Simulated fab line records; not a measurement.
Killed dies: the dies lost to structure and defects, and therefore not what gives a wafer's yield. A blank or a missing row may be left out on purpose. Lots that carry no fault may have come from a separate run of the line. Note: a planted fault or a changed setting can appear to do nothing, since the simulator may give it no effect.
3 desks, one fault    flow n5-finfet    numbers are kept per desk, each desk with only its own; the story behind them comes last

## DESK OF THE TOOL OWNER: rie-si-02
The tool's own readings at N5_SDB_CUT_ETCH_26 (etches Si in HBr/Cl2/O2, target depth 129.6 nm, bt time 20 s, time 51.8 s): means of the sampled wafers that have a number, for each lot that ran on this tool. Any lot whose mean is over 4 standard deviations away from the usual mean is out of limits and marked OUT; that distance is given in the brackets.
Columns: A = drypump-motor-current-A at N5_SDB_CUT_ETCH_26, usual 5.8 A; B = oes-product-au at N5_SDB_CUT_ETCH_26, usual 1.006 a.u.; C = throttle-valve-pct at N5_SDB_CUT_ETCH_26, usual 37.2 %
lot   first seen here  A    B      C
L943  day 7 02:11      5.7  1.016  37.3
L947  day 8 00:46      5.8  0.990  37.1
L951  day 9 00:39      5.5  1.008  37.3
L953  day 9 13:28      6.2  0.999  36.9
This desk found nothing out of limits on any of the 4 lots.

## AT THE METROLOGY DESK
What the gauges read for every lot (on any tool): the sampled wafers with a number, averaged. Any lot whose mean is over 4 standard deviations away from the usual mean is out of limits and marked OUT; that distance is given in the brackets. Readings shown: 7 of its 11, picked as those furthest out on some lot.
Columns: A = DIBL_N at N5_BEOL_M4_RC_MEAS_101, usual 36.4 mV/V; B = DIBL_P at N5_BEOL_M4_RC_MEAS_101, usual 36.6 mV/V; C = IOFF_N at N5_BEOL_M4_RC_MEAS_101, usual 0.155 nA/um; D = IOFF_P at N5_BEOL_M4_RC_MEAS_101, usual 0.211 nA/um; E = SS_N at N5_BEOL_M4_RC_MEAS_101, usual 71.5 mV/dec; F = SS_P at N5_BEOL_M4_RC_MEAS_101, usual 73.4 mV/dec; G = VT_P at N5_BEOL_M4_RC_MEAS_101, usual -250.1 mV
lot   first seen here  A     B     C      D      E     F     G
L931  day 4 00:23      36.0  36.1  0.152  0.202  71.4  73.3  -250.7
L940  day 6 09:52      33.2  35.0  0.125  0.201  71.2  72.4  -250.3
L941  day 6 22:11      37.2  36.8  0.158  0.200  71.9  73.7  -251.1
L943  day 7 01:22      36.7  34.9  0.138  0.187  71.1  72.8  -252.9
L947  day 8 00:03      39.5  40.0  0.205  0.261  72.3  74.0  -248.9
L951  day 8 23:57      38.0  39.2  0.168  0.231  71.7  73.8  -248.3
L953  day 9 12:47      35.4  35.1  0.129  0.146  71.0  72.8  -258.6
This desk found nothing out of limits on any of the 7 lots.

## THE DEFECT DESK
Per lot, the means of the sampled wafers with a number show what the inspections along the route counted. Any lot whose mean is over 4 standard deviations away from the usual mean is out of limits and marked OUT; that distance is given in the brackets.
Columns: A = raw-defect-count at N5_SDB_INSPECT_13, usual 66
lot   first seen here  A
L931  day 4 00:25      63
L940  day 6 09:53      63
L941  day 6 22:13      81
L943  day 7 01:23      62
L947  day 8 00:04      49
L951  day 8 23:59      68
L953  day 9 12:49      66
This desk found nothing out of limits on any of the 7 lots.

## TAKEN TOGETHER
The tool owner's desk saw nothing out of limits.
From the metrology desk's view, nothing was out of limits.
The defect desk saw nothing out of limits.

## WHAT THE SIMULATOR HAD INSERTED
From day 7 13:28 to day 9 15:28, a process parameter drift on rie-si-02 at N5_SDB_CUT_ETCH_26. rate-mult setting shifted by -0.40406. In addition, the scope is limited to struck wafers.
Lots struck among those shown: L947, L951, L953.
